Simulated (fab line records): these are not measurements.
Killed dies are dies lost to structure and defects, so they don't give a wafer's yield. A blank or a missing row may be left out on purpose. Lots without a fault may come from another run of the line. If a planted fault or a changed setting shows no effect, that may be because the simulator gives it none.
Matching of chambers    flow n5Finfet    N5_BEOL_M6_STRIP_36 on rieDiel-06: 4 sister chambers
The step strips in N2/H2. 14 wafers are shown with their chamber, then 7 later ones without.

== WAFERS WITH THEIR CHAMBER ==
wafer   chamber  throttleValvePct (%)  drypumpMotorCurrentA (A)  showerheadPlenumPTorr (Torr)
L852.1  3        23.7                  6.2                       2.43
L852.4  0        23.5                  5.8                       2.48
L852.5  1        24.2                  5.9                       2.54
L854.2  2        23.1                  5.9                       2.48
L854.5  2        23.1                  5.9                       2.48
L854.6  3        23.7                  6.2                       2.43
L867.3  0        23.6                  5.8                       2.47
L867.5  1        24.2                  6.0                       2.53
L867.6  2        23.1                  5.9                       2.46
L870.1  1        24.3                  6.0                       2.53
L870.3  3        23.7                  6.2                       2.42
L870.6  3        23.7                  6.2                       2.42
L871.2  1        24.3                  6.0                       2.52
L871.3  2        23.1                  5.9                       2.46

SIGNATURES (averages over the wafers above)
reading                chamber 0  chamber 1  chamber 2  chamber 3  scatter within a chamber
throttleValvePct       23.550     24.250     23.100     23.700     0.0387
drypumpMotorCurrentA   5.800      5.975      5.900      6.200      0.0274
showerheadPlenumPTorr  2.4750     2.5300     2.4700     2.4250     0.00866
Rule: for a wafer and a chamber, the distance is found by dividing, reading by reading, the gap between the wafer's reading and the chamber's mean by the reading's scatter, squaring, summing and taking the root. The wafer belongs to the nearest chamber; if the next one is less than 2 further off, it can't be placed. The scatter: take each reading less its chamber's mean, square it, sum over the shown wafers, divide by the number of wafers less the number of chambers, and take the root.

== WAFERS WITH NO CHAMBER GIVEN ==
wafer   throttleValvePct (%)  drypumpMotorCurrentA (A)  showerheadPlenumPTorr (Torr)
L871.5  23.5                  5.8                       2.47
L874.1  24.2                  6.0                       2.52
L874.2  23.6                  5.8                       2.47
L874.3  23.1                  5.9                       2.46
L873.3  23.6                  5.8                       2.46
L873.4  24.3                  6.0                       2.52
L873.5  23.8                  6.2                       2.41

== EACH ONE'S CHAMBER ==
wafer   from the rows above  in truth
L871.5  0                    0
L874.1  1                    1
L874.2  0                    0
L874.3  2                    2
L873.3  0                    0
L873.4  1                    1
L873.5  3                    3
Placed correctly: 7 of 7. From these rows, 0 cannot be placed. 0 placed wrongly.
